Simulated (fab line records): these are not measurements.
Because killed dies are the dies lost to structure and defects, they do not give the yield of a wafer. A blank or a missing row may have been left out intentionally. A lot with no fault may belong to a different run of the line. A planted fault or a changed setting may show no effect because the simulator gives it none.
Code-filled problem report in 8D (eight disciplines) form -- flow nand-harc -- the parts of the form that need people (team, actions taken, sign-off) are left out

== 1. WHAT IS WRONG ==
thk-nm at NHARC_A_ONON_D1_THK_MEAS_24 reads a mean of 1554 nm on 6 wafers of 2 lots; wafers without a fault read 1001 nm with a standard deviation of 11. Measured from the usual mean, that is +50 standard deviations.
The step: measures by ellipsometry.
First observed at day 15 01:49: wafer L118.4, on film-metro-02. The record holds 42 wafers of 14 lots with a number at this step. Rule for "out" (also "out of limits"): further than 4 standard deviations from the usual mean. The other wafers with a number count as sound.

== 2. WHAT THIS IS AND IS NOT ==
question,is,is not
which readings at this step,thk-nm,-
which lots,"L118, L121","L102, L104, L106, L108, L109, L110, L112, L113, L114, L119, L124, L125"
which wafers of those lots,all that have a number,-
read on which gauges,film-metro-02,film-metro-01
when,from day 15 01:49,"up to then (30 sound wafers); but 6 sound wafers of L124, L125 came after"

== 3. THE SUSPECTS, EACH WITH WHAT RULES IT OUT ==
Counting: any tool at a process step up to the reading is kept as a suspect provided that every lot that is out went through it and no sound lot did after the first of them.
- the gauge at NHARC_A_ONON_D1_THK_MEAS_24: ruled out. All the wafers that are out were read on film-metro-02, but those of them that NHARC_END_SORT_01 has rows for are out there too, on other tools.
- pvd-sputter-01 at NHARC_P_BONDPAD_DEGAS_25 (time 60 s): ruled out as a lasting fault. Following L118 (day 13 10:58), the first lot on it that is out, the sound lots L124 were run on it.
- pecvd-onon-03 at NHARC_A_ONON_D1_DEP_22 (target thk 1000 nm): kept. Every lot that is out went through it, starting with L118 (day 15 01:29), and after that it ran no sound lot; the last sound lot it ran before then is L109 (day 11 07:01).
The count leaves pecvd-onon-03 at NHARC_A_ONON_D1_DEP_22.

== 4. THE CAUSE (what the simulator had put in) ==
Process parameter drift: pecvd-onon-03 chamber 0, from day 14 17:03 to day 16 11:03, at NHARC_A_ONON_D1_DEP_22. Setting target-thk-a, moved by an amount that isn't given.
Only this tool survived the counting.

== 5. THE CHAIN OF EFFECTS, in route order ==
Each row: a reading where the mean over the struck wafers with a number is more than 3 standard deviations away from the usual. Scope: only readings with a usual standard deviation given in the record; hours: median across lots of the time from each lot's start at the first step in this table that gives one to its start at this step; sigmas: change in usual standard deviations.
hours,step,reading,usual,on struck wafers,change,sigmas
0,NHARC_A_ONON_D1_THK_MEAS_24,thk-nm,1001 nm,1554,+552,+50
392,NHARC_END_SORT_01,killed-at-array,63,674,+612,+36
392,NHARC_END_SORT_01,killed-dies,67,677,+610,+36

== 6. HOW IT WOULD HAVE BEEN CAUGHT EARLIER ==
Counted from the fault's start at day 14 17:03, it took 9 hours until the first out-of-limits reading at a measuring or inspecting step in this record, taken at day 15 01:49.
Of the lots that are out (2), L121 began NHARC_A_ONON_D1_DEP_22 on pecvd-onon-03 after day 15 01:49. It would have been spared by a hold on the tool at that moment.
